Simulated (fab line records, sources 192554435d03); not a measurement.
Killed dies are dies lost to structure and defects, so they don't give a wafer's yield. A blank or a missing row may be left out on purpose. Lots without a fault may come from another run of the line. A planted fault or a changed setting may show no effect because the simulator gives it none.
A struck lot beside a sound one | flow n5_finfet | 37 steps out of a route of 1938
Sound: wafers L341.1, L341.2, L341.4. Struck: wafer L334.2. (L334.3, L334.4 of the same lot were not struck and are left out.) The cause comes at the end.
At each step with rows: each side's tool, then ch and its chambers, then its first start. Under that, the readings that differ: sound wafers | struck wafers | difference of the means | sigmas: that difference in standard deviations of wafers without a fault.
alike: readings whose means differ by less than 2 such deviations, and words and numbers that are the same on both sides. not compared: withheld readings, readings that some wafer has no value for, bounds like >300 that may hide the same value, and numbers for which the record gives no deviation and whose values overlap.
The two part at a step that has a row with sigmas, a row that says differs or no value, or rows on one side only. Numbers that don't overlap but have no deviation are shown without sigmas and don't part them. A reading that every wafer of one side lacks parts them only if that side has two wafers or more.

first, 10 steps without rows for these wafers: N5_MOL_CONTACT_COAG_DESCUM_45 (chemistry O2, time 7 s); N5_MOL_CONTACT_COAG_ETCH_65 (etches underlayer in N2/H2, target depth 13 nm, time 10.4 s); N5_MOL_CONTACT_COAG_ETCH_66 (etches SiARC in CF4, target depth 13 nm, time 21.7 s); N5_MOL_CONTACT_COAG_ALD_133 (deposits SiO2, target thk 5 nm, pulse time 1 s, co reactant pulse time 1 s); N5_MOL_CONTACT_COAG_ETCHBACK_134 (etches SiO2 in CHF3, target depth 10 nm, time 6.7 s); N5_MOL_CONTACT_COAG_ETCH_67 (etches SOC in N2/H2, target depth 60 nm, overetch 21 nm, time 101.2 s); N5_MOL_CONTACT_COAG_STRIP_68 (strips in N2/H2); N5_MOL_CONTACT_COAG_STRIP_69 (strips in N2/H2); N5_MOL_CONTACT_COAG_ETCHBACK_136 (etches SiO2 in CHF3, target depth 25 nm, time 16.7 s); N5_MOL_CONTACT_COAG_STRIP_120 (strips in CHF3).
N5_MOL_CONTACT_COAG_VIA_ETCH_117: etches SiO2 in C4F6/O2, target depth 40 nm, overetch 8 nm, time 26 s.
  sound on rie_diel-04 ch 1,2,3, day 11 00:19; struck on rie_diel-03 ch 1, day 9 02:08
  reading                                           | sound            | struck | difference | sigmas
  drypump_motor_current_A (A)                       | 6.1 5.1 6.3      | 6.6    | +0.8       | +2
  model.etch.depth_nm (nm)                          | 40.1 39.61 39.99 | 39.04  | -0.86      |
  model.MOL_CONTACT_COAG.feature_depth_nm (nm)      | 40 39.6 40       | 39     | -1         |
  model.SOC_of_MOL_CONTACT_COAG_COAT_62.thk_nm (nm) | 51.8 51.4 51.6   | 52.4   | +0.8       |
  alike: oes_product_au, rf_vpp_V, showerhead_plenum_p_Torr, throttle_valve_pct
  not compared: rf_hours_counter_h
N5_MOL_CONTACT_COAG_ETCH_124: etches SiNx in CH3F/O2, stops on SiOC, target depth 6.5 nm.
  sound on rie_diel-04 ch 1,2,3, day 11 00:21; struck on rie_diel-03 ch 1, day 9 02:10
  reading                     | sound          | struck | difference | sigmas
  drypump_motor_current_A (A) | 6.1 5.1 6.3    | 6.6    | +0.8       | +2
  oes_product_au (a.u.)       | 0.60 0.74 0.69 | 0.33   | -0.35      | -5
  alike: rf_vpp_V, showerhead_plenum_p_Torr, throttle_valve_pct
  not compared: rf_hours_counter_h
N5_MOL_CONTACT_COAG_ETCH_48: etches SiOC in C4F6/O2, target depth 15 nm, overetch 4.5 nm, time 17 s.
  sound on rie_diel-04 ch 1,2,3, day 11 00:23; struck on rie_diel-03 ch 1, day 9 02:13
  reading                                           | sound          | struck | difference | sigmas
  oes_product_au (a.u.)                             | 0.55 0.70 0.64 | 0.28   | -0.35      | -5
  model.SOC_of_MOL_CONTACT_COAG_COAT_62.thk_nm (nm) | 46 45.8 46     | 46.8   | +0.9       |
  alike: drypump_motor_current_A, rf_vpp_V, showerhead_plenum_p_Torr, throttle_valve_pct
  not compared: rf_hours_counter_h
then, 22 steps without rows for these wafers: N5_MOL_CONTACT_COAG_STRIP_72 (strips in N2/H2); N5_MOL_CONTACT_COAG_STRIP_49 (strips in N2/H2, time 30 s); N5_MOL_CONTACT_COAG_PRECLEAN_138 (cleans in alkaline clean, time 60 s); N5_MOL_CONTACT_COAG_SRD_139 (time 30 s); N5_MOL_CONTACT_COAG_PRE_CLEAN_121; N5_MOL_CONTACT_COAG_CVD_140 (deposits W, target thk 66.5 nm, time 215 s); N5_MOL_CONTACT_COAG_PRECLEAN_127 (cleans in DIW, time 57.5 s); N5_MOL_CONTACT_COAG_SRD_128 (dry time 32 s); N5_MOL_CONTACT_COAG_CMP_52 (polishes, stops on SiO2, t overpolish 1.5 s, target thk 66.5 nm); N5_MOL_CONTACT_COAG_ANNEAL_112 (time 1800 s); N5_BEOL_M0_SAQP_PECVD_00 (deposits SiCN from 3MS/NH3, target thk 8 nm, time 14 s); N5_BEOL_M0_SAQP_ILD_DEP_01 (deposits SiOC from DEMS/O2, target thk 45.419 nm, time 8.7 s); N5_BEOL_M0_SAQP_HM_DEP_02 (deposits TiN, target thk 12 nm); N5_BEOL_M0_SAQP_PECVD_03 (deposits SiCN from 3MS/NH3, target thk 12 nm, time 21.1 s); N5_BEOL_M0_SAQP_PECVD_96 (deposits a-Si from SiH4/He, target thk 45 nm, time 45.2 s); N5_BEOL_M0_SAQP_PECVD_97 (deposits SiNx from SiH4/NH3/N2, target thk 23 nm, time 19.9 s); N5_BEOL_M0_SAQP_PECVD_04 (deposits a-Si from SiH4/He, target thk 60 nm, time 60.2 s); N5_BEOL_M0_SAQP_HM_DEP_111 (deposits SiO2 from SiH4/N2O, target thk 12 nm, time 7.2 s); N5_BEOL_M0_SAQP_COAT_81 (time 60 s, resist thk 100 nm); N5_BEOL_M0_SAQP_COAT_82 (time 60 s, resist thk 30 nm); N5_BEOL_M0_SAQP_COAT_08 (resist thk 90 nm); N5_BEOL_M0_SAQP_EBR_10.
N5_BEOL_M4_RC_MEAS_101:
  the record has rows for the sound wafers here (prober-02 ch 0, day 13 22:07) and none for the struck ones
-- the record jumps here: 8 days lie between the struck wafers' starts before and after (it left off in module BEOL_M4 and takes up again in module PASSIVATION, whose first step shown is number 1936 of the route) --
N5_PASSIVATION_PROBE_49:
  sound on prober-01, day 18 11:27; struck on prober-01, day 16 22:05
  reading                  | sound          | struck | difference | sigmas
  defect_limited_yield (%) | 89.2 91.3 89.2 | 7.9    | -82.0      | -51
  killed_at_contacts       | 22 9 24        | 978    | +960       | +99 or more
  killed_dies              | 127 103 127    | 1087   | +968       | +54
  killed_on_rim            | 18 12 20       | 151    | +134       | +29
  sort_bin_5_function (%)  | 6.6 4.7 5.6    | 88.1   | +82.5      | +75
  sort_n_pass              | 1053 1077 1053 | 93     | -968       | -54
  sort_yield_pct (%)       | 89.2 91.3 89.2 | 7.9    | -82.0      | -51
  alike: killed_at_M0_to_M3, killed_at_M4_up, killed_at_front_end, killed_at_other, killed_open, killed_short, sort_bin_6_memory

WHERE THEY PART
First at N5_MOL_CONTACT_COAG_VIA_ETCH_117; last, within this record, at N5_PASSIVATION_PROBE_49.

WHY: what the simulator had put in
Process parameter drift: rie_diel-03, from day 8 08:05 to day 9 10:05, at N5_MOL_CONTACT_COAG_VIA_ETCH_117. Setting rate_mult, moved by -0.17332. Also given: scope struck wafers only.
